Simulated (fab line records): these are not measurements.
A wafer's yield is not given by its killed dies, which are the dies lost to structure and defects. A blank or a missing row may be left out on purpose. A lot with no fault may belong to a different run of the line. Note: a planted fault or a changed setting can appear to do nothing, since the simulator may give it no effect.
fab line records	flow n5_finfet
record lots=9	wafers=27	last_day=17
route steps=1938 shown BEOL_M4@1095 BEOL_M5@1128 PASSIVATION@1936
lots that met no fault: from a run of the same line without faults
start_h: hours from the record's first day to the start of the lot's first wafer shown	wait_h: hours elapsed since this lot's preceding step	" as in the row above	L1.1+2: several wafers, shown together as one row	- no value, or no start given	* or withheld: withheld	< > ~ a bound
route shown NAME@n: names a module that has steps shown in the file, with the first one's number in the route	usual: mean and standard deviation over wafers with no fault	same: alike in all rows	chamber/n: place in a boat	sites: the reading at each site	_std_site: how widely they spread, as a standard deviation	_edge_site: the outer-site mean with the inner-site mean subtracted	radius_mm: for every site, how far away it sits from the centre of the wafer	mask NAME#n: copy n	behind: the most recent tool/chamber to have shaped the wafer	hold: cause of the lot's hold/its duration in hours/its outcome	device: names the non-switching transistor (n, p or np)	end of line: the route-end tests of the same wafers	step lacking rows: just its recipe	killed: the dies lost at the first sort to structure and to defects; this is not the yield of the wafer	map: shows each die of a wafer: x if killed, . if not, _ if none is there
set.NAME: the setting that was run; set.NAME@STEP: the one run at that earlier step	model.NAME: the simulator's own value behind a step, which no gauge read
steps of the route over a sample of lots; a table a step, a row a wafer
services: a tool's chamber out of use, with start hour (start_h, from the record's first day; less than 0 if before it), hours out, and reason
## steps
# step N5_BEOL_M4_ANNEAL_91
# recipe temp_c=400	time_s=240	ambient=vacuum
# usual heater_power_w=807/65
lot.wafer	tool	chamber	start_h	wait_h	heater_power_w
L676.1	pvd_sputter-01	-	184.04	0.0	814
L676.2	"	-	"	"	745
L676.6	"	-	"	"	797
L675.3	pvd_sputter-03	-	186.81	0.0	858
L675.5	"	-	"	"	808
L675.6	"	-	"	"	765
L681.2	pvd_sputter-02	-	214.86	0.0	760
L681.5	"	-	"	"	777
L681.6	"	-	"	"	904
L682.1	pvd_sputter-03	-	242.27	0.0	847
L682.4	"	-	"	"	805
L682.5	"	-	"	"	841
L685.2	pvd_sputter-03	-	249.92	0.0	925
L685.3	"	-	"	"	845
L685.5	"	-	"	"	738
L683.1	pvd_sputter-02	-	254.90	0.0	943
L683.3	"	-	"	"	773
L683.4	"	-	"	"	764
L686.2	pvd_sputter-02	-	258.20	0.0	725
L686.3	"	-	"	"	787
L686.4	"	-	"	"	911
L691.1	pvd_sputter-02	-	286.35	0.0	765
L691.3	"	-	"	"	943
L691.4	"	-	"	"	786
L692.1	pvd_sputter-01	-	291.82	0.0	798
L692.2	"	-	"	"	827
L692.3	"	-	"	"	748
# step N5_BEOL_M4_SPUTTER_94
# recipe material=Cu	target_thk_a=45	temp_c=-20	chamber_pressure_pa=0.07	power_w=withheld	time_s=8.29
# usual chuck_gas_flow_sccm=1.26/0.054	throttle_valve_pct=29.9/0.79
lot.wafer	tool	chamber	start_h	wait_h	chuck_gas_flow_sccm	throttle_valve_pct
L676.1	pvd_sputter-01	-	184.40	0.1	1.22	30.4
L676.2	"	-	"	"	1.34	29.0
L676.6	"	-	"	"	1.26	30.6
L675.3	pvd_sputter-03	-	187.17	0.1	1.25	28.3
L675.5	"	-	"	"	1.33	29.1
L675.6	"	-	"	"	1.21	31.5
L681.2	pvd_sputter-02	-	215.22	0.1	1.32	30.6
L681.5	"	-	"	"	1.19	30.6
L681.6	"	-	"	"	1.29	30.3
L682.1	pvd_sputter-03	-	242.63	0.1	1.31	28.2
L682.4	"	-	"	"	1.30	29.1
L682.5	"	-	"	"	1.32	28.1
L685.2	pvd_sputter-03	-	250.28	0.1	1.22	29.7
L685.3	"	-	"	"	1.25	28.2
L685.5	"	-	"	"	1.27	31.4
L683.1	pvd_sputter-02	-	255.26	0.1	1.23	30.0
L683.3	"	-	"	"	1.13	30.1
L683.4	"	-	"	"	1.35	30.8
L686.2	pvd_sputter-02	-	258.56	0.1	1.31	29.6
L686.3	"	-	"	"	1.16	29.8
L686.4	"	-	"	"	1.32	29.9
L691.1	pvd_sputter-02	-	286.71	0.1	1.32	30.5
L691.3	"	-	"	"	1.20	30.0
L691.4	"	-	"	"	1.23	29.8
L692.1	pvd_sputter-01	-	292.18	0.1	1.30	30.2
L692.2	"	-	"	"	1.21	30.9
L692.3	"	-	"	"	1.20	29.0
# step N5_BEOL_M4_ANNEAL_51
# recipe temp_c=225	time_s=90	ambient=N2
# usual wafer_temp_C_max=225.9/0.32
lot.wafer	tool	chamber	start_h	wait_h	wafer_temp_C_max
L676.1	rtp_anneal-01	0	184.82	0.1	225.5
L676.2	"	0	"	"	225.6
L676.6	"	0	"	"	225.9
L675.3	rtp_anneal-01	0	187.67	0.1	225.7
L675.5	"	0	"	"	225.6
L675.6	"	0	"	"	225.8
L681.2	rtp_anneal-02	0	215.68	0.1	225.9
L681.5	"	0	"	"	225.8
L681.6	"	0	"	"	225.9
L682.1	rtp_anneal-02	0	243.05	0.1	226.2
L682.4	"	0	"	"	226.4
L682.5	"	0	"	"	225.9
L685.2	rtp_anneal-01	0	250.74	0.1	225.8
L685.3	"	0	"	"	225.7
L685.5	"	0	"	"	225.6
L683.1	rtp_anneal-02	0	255.69	0.1	226.1
L683.3	"	0	"	"	225.6
L683.4	"	0	"	"	225.7
L686.2	rtp_anneal-01	0	259.04	0.1	225.6
L686.3	"	0	"	"	225.3
L686.4	"	0	"	"	225.7
L691.1	rtp_anneal-01	0	287.12	0.1	225.6
L691.3	"	0	"	"	225.5
L691.4	"	0	"	"	225.5
L692.1	rtp_anneal-02	0	292.68	0.1	226.2
L692.2	"	0	"	"	225.8
L692.3	"	0	"	"	226.2
# step N5_BEOL_M4_PRE_CLEAN_60
# recipe gas=NH3/H2	time_s=15	temp_c=*	rf_power_w=300
# usual heater_power_w=83/8.8
lot.wafer	tool	chamber	start_h	wait_h	heater_power_w
L676.1	cvd_co-01	2	185.45	0.0	90
L676.2	"	0	"	"	84
L676.6	"	2	"	"	89
L675.3	cvd_co-01	2	188.21	0.0	89
L675.5	"	1	"	"	86
L675.6	"	2	"	"	89
L681.2	cvd_co-02	2	216.26	0.0	90
L681.5	"	1	"	"	63
L681.6	"	0	"	"	89
L682.1	cvd_co-01	0	243.68	0.0	84
L682.4	"	2	"	"	89
L682.5	"	1	"	"	86
L685.2	cvd_co-01	0	251.35	0.0	85
L685.3	"	2	"	"	89
L685.5	"	1	"	"	87
L683.1	cvd_co-02	2	256.32	0.0	89
L683.3	"	0	"	"	89
L683.4	"	0	"	"	87
L686.2	cvd_co-02	0	259.62	0.0	86
L686.3	"	2	"	"	91
L686.4	"	0	"	"	86
L691.1	cvd_co-02	0	287.75	0.0	85
L691.3	"	2	"	"	88
L691.4	"	2	"	"	88
L692.1	cvd_co-02	0	293.32	0.0	87
L692.2	"	1	"	"	63
L692.3	"	2	"	"	91
# step N5_BEOL_M4_INSPECT_59
# recipe inspect_instrument=darkfield	mode=post_dep
# usual raw_defect_count=78/23
lot.wafer	tool	chamber	start_h	wait_h	raw_defect_count
L676.1	defect_inspect-02	-	185.69	0.0	187
L676.2	"	-	"	"	92
L676.6	"	-	"	"	70
L675.3	defect_inspect-01	-	188.46	0.0	82
L675.5	"	-	"	"	126
L675.6	"	-	"	"	54
L681.2	defect_inspect-01	-	216.54	0.0	93
L681.5	"	-	"	"	100
L681.6	"	-	"	"	90
L682.1	defect_inspect-01	-	243.93	0.0	66
L682.4	"	-	"	"	82
L682.5	"	-	"	"	56
L685.2	defect_inspect-01	-	251.60	0.0	57
L685.3	"	-	"	"	72
L685.5	"	-	"	"	75
L683.1	defect_inspect-02	-	256.57	0.0	71
L683.3	"	-	"	"	78
L683.4	"	-	"	"	57
L686.2	defect_inspect-01	-	259.87	0.0	90
L686.3	"	-	"	"	102
L686.4	"	-	"	"	76
L691.1	defect_inspect-01	-	288.00	0.0	527
L691.3	"	-	"	"	54
L691.4	"	-	"	"	88
L692.1	defect_inspect-02	-	293.57	0.0	495
L692.2	"	-	"	"	70
L692.3	"	-	"	"	105
# step N5_BEOL_M4_RC_MEAS_101
# usual DIBL_N=36.4/1.6	DIBL_P=36.2/1.8	IOFF_N=0.159/0.029	IOFF_P=0.21/0.034	ION_N=670/12	ION_P=459/8.2	SS_N=71.5/0.59	SS_P=73.2/0.54	VT_N=250/3.3	VT_P=-250/3.7
lot.wafer	tool	chamber	start_h	wait_h	DIBL_N[mV/V]	DIBL_P[mV/V]	IOFF_N[nA/um]	IOFF_P[nA/um]	ION_N[uA/um]	ION_P[uA/um]	SS_N[mV/dec]	SS_P[mV/dec]	VT_N[mV]	VT_P[mV]
L676.1	prober-02	0	185.72	0.0	34.2	33.1	0.127	0.17	658	450	71.2	73.0	253	-252
L676.2	"	0	"	"	34.8	34.2	0.133	0.19	660	454	70.8	73.5	252	-252
L676.6	"	0	"	"	36.8	35.6	0.163	0.21	668	462	72.0	72.5	252	-250
L675.3	prober-02	0	188.80	0.3	35.8	37.4	0.150	0.20	673	460	71.2	73.4	248	-251
L675.5	"	0	"	"	36.6	37.3	0.153	0.20	659	447	71.3	73.6	251	-252
L675.6	"	0	"	"	36.6	37.5	0.164	0.21	671	459	71.5	73.1	251	-254
L681.2	prober-01	0	216.72	0.2	35.7	36.0	0.152	0.24	668	469	71.6	73.0	248	-247
L681.5	"	0	"	"	37.6	38.7	0.200	0.28	680	470	71.9	73.7	246	-248
L681.6	"	0	"	"	37.2	38.2	0.187	0.27	688	472	72.0	74.3	244	-246
L682.1	prober-01	0	243.95	0.0	35.2	33.9	0.121	0.16	656	441	71.2	73.0	254	-259
L682.4	"	0	"	"	35.8	34.4	0.130	0.16	657	441	71.6	72.5	257	-258
L682.5	"	0	"	"	37.1	36.6	0.148	0.19	664	452	71.6	73.4	252	-256
L685.2	prober-02	0	251.78	0.2	37.8	38.0	0.182	0.23	673	463	71.8	73.8	250	-252
L685.3	"	0	"	"	37.7	36.4	0.181	0.19	684	456	72.6	73.7	249	-254
L685.5	"	0	"	"	35.8	34.1	0.142	0.16	659	445	71.4	72.9	253	-255
L683.1	prober-01	0	256.60	0.0	35.4	35.6	0.146	0.17	671	458	71.8	72.9	250	-255
L683.3	"	0	"	"	34.2	34.4	0.130	0.15	657	442	72.3	72.1	255	-256
L683.4	"	0	"	"	36.1	38.2	0.167	0.20	672	455	72.0	73.4	249	-251
L686.2	prober-01	0	260.05	0.2	36.5	36.5	0.153	0.20	663	457	71.3	73.3	250	-253
L686.3	"	0	"	"	34.5	33.8	0.119	0.16	657	449	70.7	72.7	256	-254
L686.4	"	0	"	"	36.1	36.9	0.135	0.20	658	459	70.6	73.9	253	-252
L691.1	prober-01	0	288.03	0.0	32.9	34.3	0.119	0.18	657	457	70.4	72.8	251	-251
L691.3	"	0	"	"	34.7	34.9	0.137	0.19	665	458	70.4	73.4	253	-250
L691.4	"	0	"	"	33.8	33.9	0.137	0.18	670	464	70.4	73.3	250	-250
L692.1	prober-01	0	293.59	0.0	36.0	35.5	0.161	0.20	663	454	71.7	72.9	253	-254
L692.2	"	0	"	"	34.9	33.7	0.129	0.17	654	449	71.8	72.5	257	-254
L692.3	"	0	"	"	36.2	38.1	0.158	0.23	675	464	72.1	73.4	253	-251
# step N5_BEOL_M5_INSPECT_13
# recipe mode=adi	inspect_instrument=brightfield
# usual raw_defect_count=465/96
lot.wafer	tool	chamber	start_h	wait_h	raw_defect_count
L676.1	defect_inspect-01	-	189.99	0.1	586
L676.2	"	-	"	"	561
L676.6	"	-	"	"	392
L675.3	defect_inspect-02	-	193.65	0.0	507
L675.5	"	-	"	"	651
L675.6	"	-	"	"	345
L681.2	defect_inspect-01	-	220.70	0.0	337
L681.5	"	-	"	"	554
L681.6	"	-	"	"	503
L682.1	defect_inspect-01	-	247.00	0.1	357
L682.4	"	-	"	"	403
L682.5	"	-	"	"	326
L685.2	defect_inspect-02	-	254.61	0.0	492
L685.3	"	-	"	"	423
L685.5	"	-	"	"	543
L683.1	defect_inspect-01	-	260.09	0.1	351
L683.3	"	-	"	"	460
L683.4	"	-	"	"	382
L686.2	defect_inspect-02	-	263.24	0.0	418
L686.3	"	-	"	"	485
L686.4	"	-	"	"	379
L691.1	defect_inspect-02	-	290.85	0.1	849
L691.3	"	-	"	"	467
L691.4	"	-	"	"	546
L692.1	defect_inspect-02	-	296.88	0.1	893
L692.2	"	-	"	"	482
L692.3	"	-	"	"	595
# step N5_BEOL_M5_INSPECT_30
# recipe mode=adi	inspect_instrument=brightfield
# usual raw_defect_count=461/96
lot.wafer	tool	chamber	start_h	wait_h	raw_defect_count
L676.1	defect_inspect-01	-	192.83	0.1	591
L676.2	"	-	"	"	573
L676.6	"	-	"	"	374
L675.3	defect_inspect-02	-	198.37	0.0	507
L675.5	"	-	"	"	644
L675.6	"	-	"	"	328
L681.2	defect_inspect-02	-	223.72	0.1	360
L681.5	"	-	"	"	571
L681.6	"	-	"	"	564
L682.1	defect_inspect-01	-	248.98	0.1	357
L682.4	"	-	"	"	377
L682.5	"	-	"	"	324
L685.2	defect_inspect-02	-	255.60	0.0	500
L685.3	"	-	"	"	451
L685.5	"	-	"	"	579
L683.1	defect_inspect-02	-	261.04	0.1	423
L683.3	"	-	"	"	486
L683.4	"	-	"	"	431
L686.2	defect_inspect-02	-	267.11	0.0	414
L686.3	"	-	"	"	483
L686.4	"	-	"	"	374
L691.1	defect_inspect-02	-	292.32	0.1	842
L691.3	"	-	"	"	494
L691.4	"	-	"	"	563
L692.1	defect_inspect-01	-	297.98	0.1	831
L692.2	"	-	"	"	463
L692.3	"	-	"	"	529
# step N5_PASSIVATION_PROBE_49
# usual defect_limited_yield=91.1/1.5	killed_at_M0_to_M3=33/9.9	killed_at_M4_up=14/5.2	killed_at_contacts=12/6.7	killed_at_front_end=43/13	killed_at_other=3.4/2.7	killed_dies=105/17	killed_on_rim=14/4.2	killed_open=69/13	killed_short=33/7.5	sort_bin_5_function=5.2/0.91	sort_bin_6_memory=3.3/0.71	sort_n_pass=1075/17	sort_yield_pct=91.1/1.5
# same gross_dies=1180	killed_at_back_side=0	sort_bin_4_leakage[%]=0	sort_bin_8_speed[%]=0
lot.wafer	tool	chamber	start_h	wait_h	defect_limited_yield[%]	killed_at_M0_to_M3	killed_at_M4_up	killed_at_contacts	killed_at_front_end	killed_at_other	killed_dies	killed_on_rim	killed_open	killed_short	sort_bin_5_function[%]	sort_bin_6_memory[%]	sort_n_pass	sort_yield_pct[%]
L691.1	prober-01	-	396.81	0.0	82.7	36	125	22	18	3	204	22	79	23	10.7	4.4	976	82.7
L691.3	prober-01	-	396.91	0.1	88.6	37	21	29	38	9	134	19	94	38	6.7	4.2	1046	88.6
L691.4	prober-01	-	396.96	0.2	92.3	30	22	19	18	2	91	7	70	19	5.0	2.5	1089	92.3
L692.1	prober-02	-	397.43	0.0	81.9	43	115	6	47	3	214	30	76	35	11.8	4.4	966	81.9
L692.2	prober-02	-	397.48	0.1	88.1	36	12	12	78	3	141	21	91	48	6.4	5.2	1039	88.1
L692.3	prober-02	-	397.53	0.1	89.2	27	12	18	70	1	128	12	85	41	6.4	4.1	1052	89.2
# killed by level:class
L691.1 BEOL_M4:unspecified=101 MOL_CONTACT_COAG:geometric_particle:open=16 BEOL_M0_SAQP:geometric_particle:open=12 BEOL_M2:geometric_particle:open=11 BEOL_M4:geometric_particle:open=11 MOL_CONTACT_COAG:geometric_particle:short=6 STI_FIN_REVEAL:geometric_particle:open=4 BEOL_M1:geometric_particle:open=4
L691.3 MOL_CONTACT_COAG:geometric_particle:open=26 BEOL_M3:geometric_particle:open=13 STI_FIN_REVEAL:geometric_particle:open=9 BEOL_M0_SAQP:geometric_particle:short=7 BEOL_M4:geometric_particle:open=7 BEOL_M0_SAQP:geometric_particle:open=6 FIN_SAQP:geometric_particle:short=5 FIN_SAQP:geometric_particle:open=4
L691.4 MOL_CONTACT_COAG:geometric_particle:open=16 BEOL_M4:geometric_particle:open=12 BEOL_M3:geometric_particle:open=7 BEOL_M0:geometric_particle:open=6 STI_FIN_REVEAL:geometric_particle:open=5 BEOL_M2:geometric_particle:open=5 BEOL_M0_SAQP:geometric_particle:short=4 MOL_CONTACT_COAG:geometric_particle:short=3
L692.1 BEOL_M4:unspecified=102 BEOL_M3:geometric_particle:open=19 FIN_SAQP:geometric_particle:open=15 FIN_SAQP:geometric_particle:short=10 BEOL_M0_SAQP:geometric_particle:short=8 MOL_CONTACT_COAG:geometric_particle:open=6 BEOL_M0_SAQP:geometric_particle:open=6 STI_FIN_REVEAL:geometric_particle:open=5
L692.2 FIN_SAQP:geometric_particle:open=22 FIN_SAQP:geometric_particle:short=18 STI_FIN_REVEAL:geometric_particle:open=12 BEOL_M0_SAQP:geometric_particle:open=8 BEOL_M3:geometric_particle:open=8 MOL_CONTACT_COAG:geometric_particle:open=7 BEOL_M0_SAQP:geometric_particle:short=6 MOL_CONTACT_COAG:geometric_particle:short=5
L692.3 FIN_SAQP:geometric_particle:open=27 FIN_SAQP:geometric_particle:short=13 STI_FIN_REVEAL:geometric_particle:open=10 MOL_CONTACT_COAG:geometric_particle:open=10 BEOL_M0_SAQP:geometric_particle:short=9 MOL_CONTACT_COAG:geometric_particle:short=7 GATE_CUT:geometric_particle:short=4 GATE_CUT:geometric_particle:open=4
## services
tool	chamber	start_h	hours	kind
cvd_co-01	-	255.69	0.6	repair
## key
first_sign step=N5_BEOL_M4_INSPECT_59	reading=raw_defect_count	direction=up	sigmas=19	usual=78	struck=511
effect step=N5_BEOL_M5_INSPECT_13	reading=raw_defect_count	direction=up	sigmas=4.2	usual=465	struck=871
effect step=N5_BEOL_M5_INSPECT_30	reading=raw_defect_count	direction=up	sigmas=3.9	usual=461	struck=836
effect step=N5_PASSIVATION_PROBE_49	reading=killed_at_M4_up	direction=up	sigmas=20	usual=14	struck=120
more_kills_born_at N5_BEOL_M4_PRE_CLEAN_60@cvd_co-02=203
met_at N5_BEOL_M4_PRE_CLEAN_60
struck_lots L691,L692
struck_wafers L691.1,L692.1
not_acting_at N5_BEOL_M4_ANNEAL_91,N5_BEOL_M4_SPUTTER_94,N5_BEOL_M4_ANNEAL_51
onset_between 259.62 287.75
fault kind=chamber_particle_source	tool=cvd_co-02	chamber=0	onset_h=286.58	steps=N5_BEOL_M4_PRE_CLEAN_60	rate_per_visit_cm2=0.64671	end_h=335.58
